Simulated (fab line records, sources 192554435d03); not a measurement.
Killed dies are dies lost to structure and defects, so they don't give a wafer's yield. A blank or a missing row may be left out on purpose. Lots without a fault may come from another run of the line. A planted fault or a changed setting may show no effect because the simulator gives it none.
fab line records | flow n5_finfet
record lots=23 wafers=69 last_day=17
route steps=1938 shown GATE_CUT@491 MOL_CONTACT_COAG@538
lots that met no fault: from a run of the same line without faults
start_h: hours from the record's first day to the start of the lot's first wafer shown | wait_h: hours since the lot's step before | " the same as in the row above | L1.1+2: a row that stands for several wafers | - no value, or no start given | * or withheld: withheld | < > ~ a bound
route shown NAME@n: a module of which the file shows steps, and the number in the route of the first | usual: mean/standard deviation of fault-free wafers | same: alike in all rows | chamber/n: place in a boat | sites: the reading at each site | _std_site: their standard deviation | _edge_site: outer sites' mean less inner sites' | radius_mm: how far each site lies from the wafer's centre | mask NAME#n: copy n | behind: the tool/chamber that last shaped the wafer | hold: why the lot was held/for how many hours/how that ended | device: the transistor (n, p or np) that didn't switch | end of line: the same wafers' tests at the end of the route | a step without rows: its recipe alone | killed: dies lost to structure and defects at the first sort, not the wafer's yield | map: a wafer's dies, x killed, . not, _ none there
set.NAME: the setting as run; set.NAME@STEP: as run at that earlier step | model.NAME: the simulator's own value behind a step, which no gauge read
steps of the route over a sample of lots; a table a step, a row a wafer
services: from which hour (start_h, from the record's first day; less than 0 if before it) a tool's chamber was out of use, for how many hours, and why
## steps
# step N5_GATE_CUT_ETCH_28
# recipe chemistry=N2/H2 target=underlayer target_depth_a=130 mask_material=CAR-EUV time_s=10.4 ion_energy_ev=200 pressure_mtorr=30 source_w=840 bias_w=150 n2_flow_sccm=200 h2_flow_sccm=200 ends=cleared
# usual drypump_motor_current_A=5.5/0.49 etch_rf_on_time_s=10.40/0.22 oes_product_au=0.67/0.071 rf_vpp_V=523.6/2.4 showerhead_plenum_p_Torr=2.54/0.082 throttle_valve_pct=17.89/0.26
# columns lot.wafer tool chamber start_h wait_h drypump_motor_current_A etch_rf_on_time_s oes_product_au rf_hours_counter_h rf_vpp_V showerhead_plenum_p_Torr throttle_valve_pct
L074.2 rie_diel-01 3 84.57 0.0 5.4 10.50 0.61 176 520.0 2.45 17.88
L074.3 " 1 " " 5.8 9.99 0.79 17 526.0 2.59 17.73
L074.4 " 0 " " 4.9 10.37 0.77 29 524.8 2.61 18.00
L075.3 rie_diel-03 0 88.75 0.0 5.9 10.68 0.64 136 524.4 2.56 18.05
L075.5 " 1 " " 6.1 10.43 0.80 - 520.3 2.52 17.84
L075.6 " 2 " " 5.1 10.44 0.67 - 522.6 2.43 17.54
L076.2 rie_diel-01 2 94.16 0.0 5.0 10.59 0.61 205 522.7 2.52 18.39
L076.5 " 2 " " 5.0 10.53 0.61 - 524.6 2.52 18.36
L076.6 " 3 " " 5.3 10.30 0.62 - 521.3 2.45 17.89
L077.2 rie_diel-01 2 102.68 0.0 5.0 10.40 0.61 208 522.7 2.52 18.38
L077.5 " 2 " " 5.0 10.48 0.61 - 522.9 2.52 18.38
L077.6 " 1 " " 5.8 9.99 0.79 - 526.3 2.59 17.71
L078.1 rie_diel-03 0 109.91 0.0 5.9 10.68 0.63 142 525.0 2.56 18.05
L078.3 " 2 " " 5.1 10.43 0.66 135 520.6 2.43 17.54
L078.6 " 2 " " 5.1 10.49 0.65 - 521.5 2.43 17.55
L079.3 rie_diel-03 3 113.66 0.0 5.4 10.47 0.62 211 525.9 2.62 17.91
L079.5 " 2 " " 5.0 10.40 0.66 - 520.6 2.43 17.55
L079.6 " 3 " " 5.4 10.42 0.61 - 525.9 2.62 17.91
L080.1 rie_diel-03 0 119.61 0.0 5.9 10.53 0.64 146 523.8 2.55 18.05
L080.4 " 1 " " 6.1 10.32 0.79 21 522.2 2.52 17.85
L080.5 " 2 " " 5.1 10.36 0.66 - 523.2 2.43 17.55
L081.2 rie_diel-03 1 127.79 0.0 6.1 10.46 0.78 24 520.8 2.52 17.87
L081.4 " 3 " " 5.4 10.45 0.61 216 524.6 2.62 17.90
L081.6 " 2 " " 5.1 10.38 0.66 - 521.6 2.42 17.55
L082.1 rie_diel-01 3 129.86 0.0 5.3 10.37 0.60 191 520.6 2.44 17.91
L082.2 " 0 " " 4.9 10.15 0.77 43 523.9 2.60 18.05
L082.4 " 2 " " 5.0 10.50 0.60 217 522.3 2.52 18.39
L083.4 rie_diel-03 0 136.77 0.0 5.9 10.86 0.63 151 524.2 2.55 18.08
L083.5 " 0 " " 5.9 10.86 0.63 - 524.6 2.55 18.08
L083.6 " 3 " " 5.4 10.50 0.61 - 527.1 2.62 17.91
L084.3 rie_diel-05 1 143.68 0.0 6.1 10.53 0.73 49 528.7 2.71 17.61
L084.4 " 0 " " 5.6 10.12 0.67 109 518.2 2.35 17.77
L084.5 " 2 " " 6.7 10.08 0.71 - 527.6 2.68 17.46
L085.2 rie_diel-05 0 151.23 0.0 5.6 9.97 0.68 111 518.9 2.35 17.77
L085.3 " 1 " " 6.1 10.54 0.72 51 527.4 2.70 17.63
L085.6 " 1 " " 6.1 10.50 0.72 - 527.6 2.70 17.63
L086.1 rie_diel-01 0 157.29 0.0 4.9 10.47 0.74 53 524.3 2.60 18.05
L086.2 " 3 " " 5.3 10.64 0.59 201 521.6 2.44 17.93
L086.4 " 1 " " 5.8 10.17 0.74 34 523.7 2.59 17.74
L088.1 rie_diel-01 0 168.18 0.0 4.9 10.39 0.74 56 525.8 2.60 18.05
L088.2 " 1 " " 5.8 9.94 0.76 38 525.6 2.58 17.74
L088.4 " 2 " " 5.0 10.52 0.60 230 522.8 2.51 18.42
L090.1 rie_diel-03 2 176.54 0.0 5.1 10.39 0.65 156 521.2 2.42 17.58
L090.4 " 1 " " 6.1 10.39 0.76 39 522.2 2.51 17.88
L090.6 " 1 " " 6.1 10.33 0.77 - 523.6 2.51 17.88
L089.1 rie_diel-01 2 176.99 0.0 5.0 10.63 0.59 233 521.6 2.51 18.42
L089.4 " 0 " " 4.9 10.32 0.75 59 525.6 2.60 18.05
L089.6 " 0 " " 4.9 10.47 0.74 - 523.3 2.60 18.02
L091.1 rie_diel-03 3 184.12 0.0 5.4 10.47 0.61 231 527.1 2.61 17.92
L091.3 " 1 " " 6.1 10.38 0.77 42 523.3 2.51 17.88
L091.4 " 3 " " 5.4 10.42 0.60 - 526.6 2.61 17.94
L092.2 rie_diel-03 3 192.93 0.0 5.4 10.51 0.60 234 524.5 2.61 17.95
L092.4 " 2 " " 5.1 10.39 0.65 161 519.8 2.42 17.57
L092.6 " 1 " " 6.1 10.43 0.76 - 522.5 2.51 17.87
L093.1 rie_diel-01 1 198.29 0.0 5.8 10.03 0.75 46 524.8 2.58 17.75
L093.5 " 3 " " 5.3 10.40 0.59 - 521.8 2.43 17.94
L093.6 " 2 " " 5.0 10.60 0.59 - 523.3 2.51 18.44
L094.2 rie_diel-03 0 202.81 0.0 5.9 10.75 0.61 167 524.0 2.55 18.09
L094.3 " 1 " " 6.1 10.47 0.75 47 523.6 2.51 17.89
L094.5 " 1 " " 6.1 10.43 0.75 - 522.2 2.51 17.90
L095.1 rie_diel-05 3 208.46 0.0 5.8 10.35 0.60 218 526.6 2.61 17.46
L095.2 " 0 " " 5.6 9.93 0.66 127 517.0 2.35 17.79
L095.4 " 1 " " 6.1 10.51 0.70 67 526.4 2.70 17.66
L096.2 rie_diel-01 1 215.50 0.0 5.8 10.21 0.73 52 525.3 2.58 17.79
L096.3 " 0 " " 4.9 10.39 0.73 70 523.6 2.59 18.08
L096.4 " 2 " " 5.0 10.70 0.58 - 522.1 2.50 18.47
L097.2 rie_diel-03 2 222.05 0.0 5.1 10.43 0.63 170 519.8 2.41 17.60
L097.3 " 3 " " 5.4 10.57 0.59 243 525.4 2.61 17.96
L097.6 " 1 " " 6.1 10.60 0.74 - 521.8 2.50 17.92
# step N5_GATE_CUT_ETCH_36
# recipe chemistry=CF4 target=SiARC target_depth_a=130 mask_material=CAR-EUV time_s=21.7 ion_energy_ev=80 pressure_mtorr=40 source_w=545 bias_w=36 Ar_flow_sccm=100 cf4_flow_sccm=100 ends=cleared
# usual drypump_motor_current_A=5.5/0.48 etch_rf_on_time_s=21.7/0.5 oes_product_au=0.68/0.072 rf_vpp_V=184.1/1.1 showerhead_plenum_p_Torr=2.13/0.06 throttle_valve_pct=15.61/0.22
# columns lot.wafer tool chamber start_h wait_h drypump_motor_current_A etch_rf_on_time_s oes_product_au rf_hours_counter_h rf_vpp_V showerhead_plenum_p_Torr throttle_valve_pct
L074.2 rie_diel-01 3 84.59 0.0 5.4 21.5 0.62 176 182.4 2.06 15.57
L074.3 " 1 " " 5.8 20.8 0.79 17 184.1 2.18 15.50
L074.4 " 0 " " 4.9 21.5 0.78 29 185.0 2.17 15.46
L075.3 rie_diel-03 0 88.77 0.0 5.9 22.5 0.65 136 182.9 2.15 15.65
L075.5 " 1 " " 6.1 21.9 0.81 - 183.8 2.10 15.35
L075.6 " 2 " " 5.1 21.7 0.67 - 182.5 2.08 15.63
L076.2 rie_diel-01 2 94.18 0.0 5.0 22.1 0.60 205 184.9 2.12 16.08
L076.5 " 2 " " 5.0 21.8 0.61 - 184.1 2.12 16.07
L076.6 " 3 " " 5.3 21.5 0.62 - 184.0 2.06 15.60
L077.2 rie_diel-01 2 102.70 0.0 5.0 21.8 0.61 208 185.2 2.12 16.09
L077.5 " 2 " " 5.0 22.1 0.61 - 183.7 2.12 16.08
L077.6 " 1 " " 5.8 20.7 0.78 - 184.3 2.18 15.53
L078.1 rie_diel-03 0 109.93 0.0 5.9 22.4 0.64 142 182.7 2.14 15.67
L078.3 " 2 " " 5.0 21.4 0.67 135 183.6 2.08 15.62
L078.6 " 2 " " 5.1 21.8 0.67 - 182.8 2.07 15.63
L079.3 rie_diel-03 3 113.68 0.0 5.4 21.5 0.62 211 186.3 2.21 15.61
L079.5 " 2 " " 5.1 21.6 0.67 - 182.7 2.07 15.64
L079.6 " 3 " " 5.4 21.4 0.62 - 185.1 2.21 15.62
L080.1 rie_diel-03 0 119.63 0.0 5.9 22.5 0.63 146 185.0 2.14 15.68
L080.4 " 1 " " 6.1 21.5 0.80 21 183.6 2.10 15.36
L080.5 " 2 " " 5.1 21.4 0.67 - 182.6 2.07 15.63
L081.2 rie_diel-03 1 127.81 0.0 6.1 21.7 0.79 24 183.0 2.10 15.39
L081.4 " 3 " " 5.4 21.7 0.62 216 185.3 2.21 15.62
L081.6 " 2 " " 5.1 21.7 0.66 - 183.5 2.07 15.65
L082.1 rie_diel-01 3 129.88 0.0 5.3 21.6 0.61 191 182.1 2.05 15.63
L082.2 " 0 " " 4.9 21.2 0.77 43 185.5 2.17 15.50
L082.4 " 2 " " 5.0 22.1 0.60 217 183.6 2.12 16.09
L083.4 rie_diel-03 0 136.79 0.0 5.9 22.6 0.63 151 184.8 2.14 15.71
L083.5 " 0 " " 5.9 22.7 0.63 - 185.4 2.14 15.71
L083.6 " 3 " " 5.4 21.5 0.62 - 185.2 2.20 15.65
L084.3 rie_diel-05 1 143.70 0.0 6.1 21.8 0.73 49 186.1 2.26 15.35
L084.4 " 0 " " 5.6 20.9 0.67 109 181.3 2.00 15.53
L084.5 " 2 " " 6.8 20.9 0.71 - 185.9 2.23 15.11
L085.2 rie_diel-05 0 151.25 0.0 5.6 21.1 0.67 111 181.7 2.00 15.55
L085.3 " 1 " " 6.1 21.8 0.73 51 186.3 2.26 15.34
L085.6 " 1 " " 6.1 21.8 0.72 - 186.0 2.26 15.35
L086.1 rie_diel-01 0 157.31 0.0 4.9 21.1 0.76 53 185.9 2.16 15.49
L086.2 " 3 " " 5.3 21.4 0.60 201 183.1 2.05 15.62
L086.4 " 1 " " 5.8 20.6 0.76 34 185.4 2.18 15.53
L088.1 rie_diel-01 0 168.19 0.0 4.9 21.0 0.76 56 185.1 2.16 15.52
L088.2 " 1 " " 5.8 20.7 0.76 38 183.7 2.18 15.55
L088.4 " 2 " " 5.0 22.2 0.59 230 183.7 2.12 16.12
L090.1 rie_diel-03 2 176.56 0.0 5.0 21.8 0.65 156 182.6 2.07 15.67
L090.4 " 1 " " 6.1 21.9 0.76 39 183.7 2.09 15.40
L090.6 " 1 " " 6.1 21.8 0.77 - 183.6 2.09 15.41
L089.1 rie_diel-01 2 177.01 0.0 5.0 22.2 0.59 233 184.7 2.11 16.12
L089.4 " 0 " " 4.9 21.3 0.75 59 185.0 2.16 15.53
L089.6 " 0 " " 4.9 21.4 0.75 - 185.5 2.16 15.54
L091.1 rie_diel-03 3 184.14 0.0 5.4 21.6 0.61 231 184.3 2.20 15.66
L091.3 " 1 " " 6.1 21.5 0.76 42 183.5 2.09 15.40
L091.4 " 3 " " 5.4 21.7 0.60 - 184.7 2.20 15.66
L092.2 rie_diel-03 3 192.95 0.0 5.4 22.0 0.59 234 185.6 2.20 15.67
L092.4 " 2 " " 5.1 21.6 0.65 161 183.2 2.07 15.67
L092.6 " 1 " " 6.1 21.9 0.75 - 183.0 2.09 15.41
L093.1 rie_diel-01 1 198.31 0.0 5.8 20.9 0.75 46 184.1 2.17 15.59
L093.5 " 3 " " 5.3 21.7 0.59 - 183.3 2.04 15.67
L093.6 " 2 " " 5.0 22.2 0.59 - 182.7 2.11 16.14
L094.2 rie_diel-03 0 202.83 0.0 5.9 22.4 0.62 167 183.9 2.14 15.74
L094.3 " 1 " " 6.1 21.8 0.75 47 183.6 2.09 15.41
L094.5 " 1 " " 6.1 21.7 0.75 - 184.9 2.09 15.42
L095.1 rie_diel-05 3 208.48 0.0 5.8 21.7 0.61 218 185.7 2.20 15.41
L095.2 " 0 " " 5.6 21.2 0.65 127 182.3 1.99 15.59
L095.4 " 1 " " 6.1 21.9 0.71 67 186.5 2.25 15.38
L096.2 rie_diel-01 1 215.52 0.0 5.8 21.1 0.74 52 184.5 2.17 15.57
L096.3 " 0 " " 4.9 21.3 0.74 70 184.6 2.16 15.57
L096.4 " 2 " " 5.0 22.3 0.58 - 182.7 2.11 16.16
L097.2 rie_diel-03 2 222.07 0.0 5.1 21.9 0.64 170 183.5 2.06 15.71
L097.3 " 3 " " 5.4 22.3 0.59 243 184.3 2.20 15.69
L097.6 " 1 " " 6.1 21.8 0.74 - 183.4 2.09 15.44
# step N5_GATE_CUT_INSPECT_26
# recipe inspect_instrument=darkfield mode=post_cmp
# usual raw_defect_count=36/15
# columns lot.wafer tool chamber start_h wait_h raw_defect_count
L074.2 defect_inspect-02 - 88.34 0.0 87
L074.3 " - " " 61
L074.4 " - " " 77
L075.3 defect_inspect-01 - 93.05 0.0 23
L075.5 " - " " 24
L075.6 " - " " 33
L076.2 defect_inspect-02 - 98.39 0.0 34
L076.5 " - " " 46
L076.6 " - " " 29
L077.2 defect_inspect-02 - 106.01 0.0 31
L077.5 " - " " 57
L077.6 " - " " 33
L078.1 defect_inspect-01 - 113.69 0.0 53
L078.3 " - " " 35
L078.6 " - " " 38
L079.3 defect_inspect-01 - 116.99 0.0 31
L079.5 " - " " 25
L079.6 " - " " 29
L080.1 defect_inspect-01 - 122.94 0.0 29
L080.4 " - " " 31
L080.5 " - " " 50
L081.2 defect_inspect-02 - 131.12 0.0 28
L081.4 " - " " 28
L081.6 " - " " 46
L082.1 defect_inspect-02 - 133.20 0.0 39
L082.2 " - " " 39
L082.4 " - " " 14
L083.4 defect_inspect-02 - 140.69 0.0 32
L083.5 " - " " 31
L083.6 " - " " 32
L084.3 defect_inspect-02 - 147.02 0.0 33
L084.4 " - " " 36
L084.5 " - " " 23
L085.2 defect_inspect-01 - 154.57 0.0 38
L085.3 " - " " 46
L085.6 " - " " 26
L086.1 defect_inspect-01 - 160.82 0.0 29
L086.2 " - " " 5
L086.4 " - " " 34
L088.1 defect_inspect-01 - 171.63 0.0 44
L088.2 " - " " 58
L088.4 " - " " 43
L090.1 defect_inspect-01 - 179.99 0.0 59
L090.4 " - " " 59
L090.6 " - " " 74
L091.1 defect_inspect-02 - 187.58 0.0 21
L091.3 " - " " 34
L091.4 " - " " 56
L089.1 defect_inspect-02 - 187.86 0.0 22
L089.4 " - " " 30
L089.6 " - " " 27
L092.2 defect_inspect-02 - 196.26 0.0 36
L092.4 " - " " 23
L092.6 " - " " 43
L093.1 defect_inspect-01 - 201.62 0.0 31
L093.5 " - " " 20
L093.6 " - " " 62
L094.2 defect_inspect-01 - 206.14 0.0 34
L094.3 " - " " 40
L094.5 " - " " 50
L095.1 defect_inspect-01 - 211.79 0.0 26
L095.2 " - " " 30
L095.4 " - " " 39
L096.2 defect_inspect-02 - 219.12 0.0 40
L096.3 " - " " 28
L096.4 " - " " 58
L097.2 defect_inspect-02 - 225.38 0.0 25
L097.3 " - " " 30
L097.6 " - " " 32
# step N5_MOL_CONTACT_COAG_ETCH_110
# recipe chemistry=CF4/O2 target=Si target_depth_a=25 time_s=8 pressure_mtorr=100 source_w=200 bias_w=12 ion_energy_ev=60 Ar_flow_sccm=100 cf4_flow_sccm=100 O2_flow_sccm=10
# usual O2_flow_sccm=10.00/0.034 drypump_motor_current_A=5.7/0.38 oes_ar_750_au=0.77/0.074 oes_product_au=0.76/0.081 rf_vpp_V=126.8/2.3 showerhead_plenum_p_Torr=2.22/0.063 throttle_valve_pct=10.94/0.27
# columns lot.wafer tool chamber start_h wait_h O2_flow_sccm drypump_motor_current_A oes_ar_750_au oes_product_au rf_hours_counter_h rf_vpp_V showerhead_plenum_p_Torr throttle_valve_pct
L074.2 rie_diel-02 3 89.16 0.0 9.98 5.8 0.92 0.91 25 123.9 2.34 10.42
L074.3 " 1 " " 9.98 5.5 0.75 0.75 172 120.4 2.31 11.04
L074.4 " 0 " " 9.99 5.3 0.94 0.95 9 127.7 2.28 10.66
L075.3 rie_diel-02 0 93.87 0.0 9.93 5.3 0.93 0.95 11 128.4 2.28 10.66
L075.5 " 0 " " 9.94 5.3 0.93 0.95 - 128.5 2.28 10.66
L075.6 " 1 " " 9.94 5.6 0.75 0.74 - 121.2 2.31 11.06
L076.2 rie_diel-06 0 99.21 0.0 9.99 5.9 0.71 0.69 241 127.4 2.27 10.99
L076.5 " 1 " " 9.95 6.1 0.72 0.70 - 124.2 2.29 11.21
L076.6 " 0 " " 10.00 5.9 0.70 0.69 - 124.6 2.27 10.98
L077.2 rie_diel-02 2 106.71 0.0 9.99 5.0 0.75 0.74 173 126.2 2.23 10.92
L077.5 " 2 " " 9.99 5.0 0.75 0.74 - 125.2 2.23 10.92
L077.6 " 3 " " 10.05 5.7 0.91 0.89 - 124.8 2.34 10.44
L078.1 rie_diel-04 1 114.82 0.0 9.98 5.4 0.92 0.93 32 129.2 2.25 10.56
L078.3 " 2 " " 9.99 6.4 0.74 0.75 162 127.8 2.13 10.77
L078.6 " 2 " " 10.00 6.4 0.74 0.75 - 127.1 2.13 10.76
L079.3 rie_diel-06 0 117.81 0.0 9.98 6.0 0.70 0.69 251 125.2 2.26 11.01
L079.5 " 2 " " 9.97 5.3 0.77 0.75 - 126.0 2.13 10.99
L079.6 " 3 " " 10.04 5.9 0.71 0.69 - 128.2 2.20 11.36
L080.1 rie_diel-04 3 123.76 0.0 10.00 5.7 0.73 0.74 180 129.3 2.23 11.10
L080.4 " 2 " " 10.00 6.4 0.74 0.73 166 128.2 2.13 10.79
L080.5 " 1 " " 10.05 5.4 0.91 0.92 - 127.4 2.25 10.57
L081.2 rie_diel-04 3 131.83 0.0 10.03 5.7 0.73 0.73 183 130.9 2.23 11.12
L081.4 " 1 " " 9.99 5.4 0.91 0.92 39 127.4 2.25 10.57
L081.6 " 0 " " 10.03 6.2 0.79 0.79 - 126.6 2.17 10.69
L082.1 rie_diel-04 0 134.08 0.0 10.04 6.1 0.78 0.79 92 128.6 2.17 10.71
L082.2 " 1 " " 9.93 5.4 0.91 0.92 40 127.5 2.25 10.58
L082.4 " 2 " " 10.01 6.4 0.74 0.74 169 127.4 2.13 10.79
L083.4 rie_diel-06 2 141.64 0.0 10.05 5.3 0.76 0.74 - 125.7 2.13 11.02
L083.5 " 0 " " 10.03 6.0 0.69 0.68 - 124.6 2.26 11.04
L083.6 " 3 " " 9.99 5.9 0.71 0.69 - 126.7 2.19 11.39
L084.3 rie_diel-06 3 147.84 0.0 10.01 5.9 0.70 0.69 235 128.3 2.19 11.40
L084.4 " 3 " " 9.99 5.9 0.70 0.69 - 127.2 2.19 11.38
L084.5 " 0 " " 9.96 6.0 0.68 0.68 - 125.4 2.26 11.04
L085.2 rie_diel-06 3 155.44 0.0 10.03 5.9 0.70 0.69 238 127.1 2.19 11.41
L085.3 " 0 " " 9.97 5.9 0.69 0.68 267 124.8 2.26 11.05
L085.6 " 0 " " 9.96 5.9 0.69 0.68 - 123.7 2.26 11.06
L086.1 rie_diel-04 1 161.52 0.0 10.00 5.4 0.90 0.90 50 125.7 2.25 10.62
L086.2 " 2 " " 10.01 6.4 0.73 0.73 178 127.5 2.13 10.82
L086.4 " 3 " " 10.02 5.6 0.72 0.73 193 130.3 2.23 11.14
L088.1 rie_diel-06 3 172.51 0.0 9.99 5.9 0.69 0.68 247 127.0 2.19 11.44
L088.2 " 0 " " 9.95 5.9 0.69 0.67 276 125.3 2.25 11.09
L088.4 " 3 " " 9.95 5.9 0.70 0.68 - 126.6 2.19 11.43
L090.1 rie_diel-04 3 180.87 0.0 9.96 5.6 0.71 0.72 198 130.4 2.22 11.14
L090.4 " 2 " " 9.99 6.4 0.73 0.72 184 127.5 2.12 10.82
L090.6 " 2 " " 10.03 6.4 0.72 0.72 - 127.0 2.12 10.84
L091.1 rie_diel-02 0 188.29 0.0 10.03 5.3 0.86 0.87 47 127.3 2.27 10.77
L091.3 " 3 " " 10.05 5.8 0.86 0.86 59 123.6 2.33 10.52
L091.4 " 1 " " 10.00 5.5 0.72 0.72 204 120.9 2.30 11.14
L089.1 rie_diel-06 2 188.77 0.0 10.01 5.3 0.74 0.73 216 126.6 2.12 11.06
L089.4 " 0 " " 9.96 6.0 0.68 0.68 - 125.5 2.25 11.10
L089.6 " 2 " " 10.03 5.3 0.75 0.72 - 124.6 2.12 11.09
L092.2 rie_diel-06 2 197.10 0.1 10.02 5.3 0.74 0.72 220 126.7 2.12 11.11
L092.4 " 2 " " 10.03 5.3 0.74 0.72 - 126.4 2.12 11.09
L092.6 " 2 " " 10.03 5.3 0.75 0.72 - 124.8 2.12 11.09
L093.1 rie_diel-02 3 202.44 0.0 9.97 5.8 0.85 0.85 64 123.5 2.33 10.54
L093.5 " 3 " " 10.00 5.8 0.86 0.85 - 125.6 2.33 10.53
L093.6 " 0 " " 9.98 5.3 0.85 0.86 - 129.3 2.27 10.78
L094.2 rie_diel-04 0 206.97 0.0 10.00 6.2 0.76 0.76 117 128.1 2.16 10.76
L094.3 " 3 " " 10.02 5.6 0.71 0.71 207 129.7 2.22 11.18
L094.5 " 0 " " 10.05 6.2 0.76 0.77 - 127.3 2.16 10.75
L095.1 rie_diel-04 2 212.78 0.0 9.99 6.4 0.71 0.71 196 128.9 2.12 10.87
L095.2 " 3 " " 9.96 5.7 0.72 0.72 210 131.5 2.22 11.19
L095.4 " 1 " " 9.99 5.4 0.88 0.88 - 127.1 2.24 10.67
L096.2 rie_diel-04 2 219.83 0.0 9.99 6.4 0.72 0.72 199 127.1 2.12 10.88
L096.3 " 1 " " 10.01 5.4 0.87 0.89 70 128.4 2.24 10.66
L096.4 " 3 " " 10.02 5.7 0.71 0.71 213 130.3 2.22 11.20
L097.2 rie_diel-02 2 226.59 0.0 9.97 5.0 0.72 0.71 217 125.3 2.22 11.05
L097.3 " 1 " " 10.04 5.6 0.71 0.71 217 122.9 2.30 11.18
L097.6 " 1 " " 10.07 5.5 0.71 0.71 - 119.2 2.30 11.17
# step N5_MOL_CONTACT_COAG_PRE_CLEAN_142
# recipe gas=H2/He time_s=60 temp_c=300
# usual heater_power_w=458/34
# columns lot.wafer tool chamber start_h wait_h heater_power_w
L074.2 pvd_sputter-03 - 94.98 2.2 465
L074.3 " - " " 421
L074.4 " - " " 499
L075.3 pvd_sputter-03 - 98.49 1.0 428
L075.5 " - " " 515
L075.6 " - " " 481
L076.2 pvd_sputter-03 - 104.28 1.1 480
L076.5 " - " " 492
L076.6 " - " " 427
L077.2 pvd_sputter-01 - 110.65 1.5 508
L077.5 " - " " 445
L077.6 " - " " 411
L078.1 pvd_sputter-03 - 120.99 1.9 505
L078.3 " - " " 479
L078.6 " - " " 463
L079.3 pvd_sputter-02 - 124.30 2.0 445
L079.5 " - " " 436
L079.6 " - " " 410
L080.1 pvd_sputter-02 - 127.60 1.1 430
L080.4 " - " " 436
L080.5 " - " " 429
L081.2 pvd_sputter-02 - 136.64 2.1 442
L081.4 " - " " 441
L081.6 " - " " 500
L082.1 pvd_sputter-02 - 140.79 2.4 498
L082.2 " - " " 435
L082.4 " - " " 446
L083.4 pvd_sputter-03 - 144.97 0.5 512
L083.5 " - " " 473
L083.6 " - " " 509
L084.3 pvd_sputter-02 - 152.18 1.0 494
L084.4 " - " " 441
L084.5 " - " " 432
L085.2 pvd_sputter-02 - 162.19 2.4 480
L085.3 " - " " 420
L085.6 " - " " 429
L086.1 pvd_sputter-02 - 167.38 3.0 420
L086.2 " - " " 438
L086.4 " - " " 437
L088.1 pvd_sputter-02 - 178.81 2.8 412
L088.2 " - " " 482
L088.4 " - " " 445
L090.1 pvd_sputter-02 - 184.26 0.8 418
L090.4 " - " " 434
L090.6 " - " " 443
L091.1 pvd_sputter-01 - 192.95 1.4 479
L091.3 " - " " 448
L091.4 " - " " 419
L089.1 pvd_sputter-02 - 194.00 1.5 438
L089.4 " - " " 493
L089.6 " - " " 436
L092.2 pvd_sputter-02 - 203.86 2.0 494
L092.4 " - " " 435
L092.6 " - " " 436
L093.1 pvd_sputter-03 - 208.63 2.3 471
L093.5 " - " " 496
L093.6 " - " " 507
L094.2 pvd_sputter-03 - 211.92 1.4 481
L094.3 " - " " 420
L094.5 " - " " 476
L095.1 pvd_sputter-03 - 217.94 2.4 518
L095.2 " - " " 472
L095.4 " - " " 497
L096.2 pvd_sputter-03 - 225.33 1.0 465
L096.3 " - " " 502
L096.4 " - " " 429
L097.2 pvd_sputter-02 - 230.72 1.3 440
L097.3 " - " " 494
L097.6 " - " " 418
# step N5_MOL_CONTACT_COAG_SPUTTER_130
# recipe material=Co target_thk_a=475 temp_c=25 chamber_pressure_pa=0.5 power_w=3000
# usual throttle_valve_pct=29.6/1.2
# columns lot.wafer tool chamber start_h wait_h throttle_valve_pct
L074.2 pvd_sputter-03 - 95.04 0.0 31.9
L074.3 " - " " 29.7
L074.4 " - " " 29.6
L075.3 pvd_sputter-03 - 98.55 0.0 29.4
L075.5 " - " " 28.7
L075.6 " - " " 29.5
L076.2 pvd_sputter-03 - 104.34 0.0 32.2
L076.5 " - " " 29.9
L076.6 " - " " 29.4
L077.2 pvd_sputter-01 - 110.71 0.0 29.6
L077.5 " - " " 27.9
L077.6 " - " " 28.9
L078.1 pvd_sputter-03 - 121.05 0.0 28.8
L078.3 " - " " 32.0
L078.6 " - " " 31.8
L079.3 pvd_sputter-02 - 124.36 0.0 28.8
L079.5 " - " " 28.7
L079.6 " - " " 30.6
L080.1 pvd_sputter-02 - 127.66 0.0 28.8
L080.4 " - " " 28.3
L080.5 " - " " 28.6
L081.2 pvd_sputter-02 - 136.70 0.0 28.7
L081.4 " - " " 28.4
L081.6 " - " " 29.1
L082.1 pvd_sputter-02 - 140.85 0.0 29.1
L082.2 " - " " 28.7
L082.4 " - " " 28.6
L083.4 pvd_sputter-03 - 145.04 0.0 28.6
L083.5 " - " " 31.8
L083.6 " - " " 28.6
L084.3 pvd_sputter-02 - 152.24 0.0 29.2
L084.4 " - " " 28.5
L084.5 " - " " 28.7
L085.2 pvd_sputter-02 - 162.25 0.0 29.1
L085.3 " - " " 30.9
L085.6 " - " " 30.8
L086.1 pvd_sputter-02 - 167.44 0.0 31.0
L086.2 " - " " 28.5
L086.4 " - " " 28.4
L088.1 pvd_sputter-02 - 178.87 0.0 30.8
L088.2 " - " " 28.8
L088.4 " - " " 28.4
L090.1 pvd_sputter-02 - 184.32 0.0 30.9
L090.4 " - " " 28.4
L090.6 " - " " 28.7
L091.1 pvd_sputter-01 - 193.01 0.0 30.5
L091.3 " - " " 28.0
L091.4 " - " " 28.3
L089.1 pvd_sputter-02 - 194.06 0.0 28.5
L089.4 " - " " 28.9
L089.6 " - " " 28.7
L092.2 pvd_sputter-02 - 203.92 0.0 29.0
L092.4 " - " " 28.7
L092.6 " - " " 28.7
L093.1 pvd_sputter-03 - 208.69 0.0 32.0
L093.5 " - " " 29.6
L093.6 " - " " 28.6
L094.2 pvd_sputter-03 - 211.98 0.0 31.9
L094.3 " - " " 29.9
L094.5 " - " " 32.0
L095.1 pvd_sputter-03 - 218.00 0.0 28.5
L095.2 " - " " 32.1
L095.4 " - " " 29.8
L096.2 pvd_sputter-03 - 225.39 0.0 31.9
L096.3 " - " " 28.9
L096.4 " - " " 29.5
L097.2 pvd_sputter-02 - 230.78 0.0 28.6
L097.3 " - " " 28.9
L097.6 " - " " 31.0
## services
# columns tool chamber start_h hours kind
rie_diel-05 - 70.80 14.6 pm
rie_diel-02 0 75.70 2.6 repair
rie_diel-06 2 87.77 25.7 repair
rie_diel-06 1 88.98 2.9 repair
rie_diel-02 3 89.46 1.7 repair
rie_diel-06 1 102.88 93.9 repair
rie_diel-01 - 105.87 0.6 repair
rie_diel-04 3 109.30 9.0 repair
pvd_sputter-03 - 116.95 1.2 repair
rie_diel-01 1 140.00 12.9 repair
rie_diel-05 - 159.79 0.5 repair
rie_diel-02 1 162.23 15.8 repair
rie_diel-03 0 181.89 7.9 repair
rie_diel-02 - 192.75 0.2 repair
rie_diel-06 0 198.38 - clean
rie_diel-06 0 198.38 - consumable_replace:focus_ring
rie_diel-06 0 198.38 20.0 scheduled_down
rie_diel-04 0 208.52 8.1 repair
rie_diel-01 3 211.88 14.8 repair
rie_diel-06 - 224.00 4.3 pm
rie_diel-01 2 230.42 - clean
rie_diel-01 2 230.42 - consumable_replace:focus_ring
rie_diel-01 2 230.42 13.2 scheduled_down
rie_diel-01 2 230.42 13.2 vent_cycle
## key
fault none
